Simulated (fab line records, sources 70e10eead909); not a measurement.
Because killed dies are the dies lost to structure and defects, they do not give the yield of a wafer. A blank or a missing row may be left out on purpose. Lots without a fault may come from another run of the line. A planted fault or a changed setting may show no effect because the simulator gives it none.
2 desks, one fault    flow nand harc    every desk sees just its own numbers, and what lay behind them comes last

== FROM THE METROLOGY DESK ==
What the gauges read, lot by lot, whatever tool the lot ran on: means of the sampled wafers that have a number. A lot is out of limits, marked OUT, if its mean lies more than 4 standard deviations from the usual mean; the brackets give that distance.
Columns: A = cd nm at NHARC_A_BONDPAD_CD_MEAS_09, usual 499.5 nm; B = overlay x nm at NHARC_A_BONDPAD_OVL_MEAS_35, usual 0 nm; C = overlay y nm at NHARC_A_BONDPAD_OVL_MEAS_35, usual 1 nm; D = cd nm at NHARC_A_BONDPAD_CD_MEAS_13, usual 498.9 nm
lot   first seen here  A      B   C   D
L895  day 25 00:47     502.4  -1  -5  502.0
L897  day 25 18:35     498.9  -2  10  498.7
L896  day 25 18:56     497.7  -3  2   497.1
L900  day 27 12:24     500.2  -1  -6  500.6
L907  day 30 18:32     499.0  1   12  496.0
L911  day 31 09:13     497.5  -0  5   493.5
L909  day 31 10:38     498.5  1   -3  495.7
Finding of this desk: none of the 7 lots has anything out of limits.

== DESK OF THE TOOL OWNER: rie diel-11 ==
The tool's own readings at NHARC_A_BONDPAD_ETCH_12 (etches the open film in CHF3/O2, target depth 220 nm, time 110 s): means of the sampled wafers that have a number, for each lot that ran on this tool. A lot is out of limits, marked OUT, if its mean lies more than 4 standard deviations from the usual mean; the brackets give that distance.
Columns: A = chf3 flow sccm at NHARC_A_BONDPAD_ETCH_12, usual 50.01 sccm; B = drypump motor current A at NHARC_A_BONDPAD_ETCH_12, usual 6.0 A; C = oes product au at NHARC_A_BONDPAD_ETCH_12, usual 0.941 a.u.; D = rf fwd power W at NHARC_A_BONDPAD_ETCH_12, usual 496.7 W; E = rf vpp V at NHARC_A_BONDPAD_ETCH_12, usual 370.0 V; F = showerhead plenum p Torr at NHARC_A_BONDPAD_ETCH_12, usual 2.38 Torr; G = throttle valve pct at NHARC_A_BONDPAD_ETCH_12, usual 20.573 %
lot   first seen here  A      B    C                 D                        E      F     G
L895  day 25 01:11     50.13  6.0  0.920             497.0                    371.3  2.44  20.564
L897  day 25 18:59     50.00  6.1  0.947             496.7                    372.0  2.46  20.572
L896  day 25 19:20     49.88  6.0  0.957             497.6                    370.7  2.44  20.565
L900  day 27 12:47     50.01  6.3  0.986             496.9                    369.8  2.39  20.572
L907  day 30 18:56     49.95  6.1  0.730 (-9.2) OUT  296.4 (-99 or more) OUT  369.2  2.35  20.572
L911  day 31 09:36     50.10  6.2  0.729 (-9.2) OUT  296.1 (-99 or more) OUT  373.0  2.53  20.572
L909  day 31 11:02     50.06  6.2  0.710 (-10) OUT   297.6 (-99 or more) OUT  371.5  2.45  20.568
This desk's verdict: out of limits on L907, L909, L911, starting with L907 at day 30 18:56 (oes product au at NHARC_A_BONDPAD_ETCH_12). In limits: L895, L897, L896, L900.

== PUT TOGETHER ==
The tool owner's desk had the chance to raise an alarm at day 30 18:56 on L907, L909, L911.
Nothing out of limits was seen by the metrology desk.
The metrology desk holds a record of L907, L909, L911, inside its limits.
Every lot named ran NHARC_A_BONDPAD_ETCH_12 on rie diel-11.

== WHAT THE SIMULATOR HAD INSERTED ==
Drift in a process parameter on rie diel-11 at NHARC_A_BONDPAD_ETCH_12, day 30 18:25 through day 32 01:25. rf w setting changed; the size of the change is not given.
Struck lots among those shown: L907, L909, L911.
How many hours passed from the start of the fault until each desk's first out-of-limits reading: the tool owner's desk, 1.
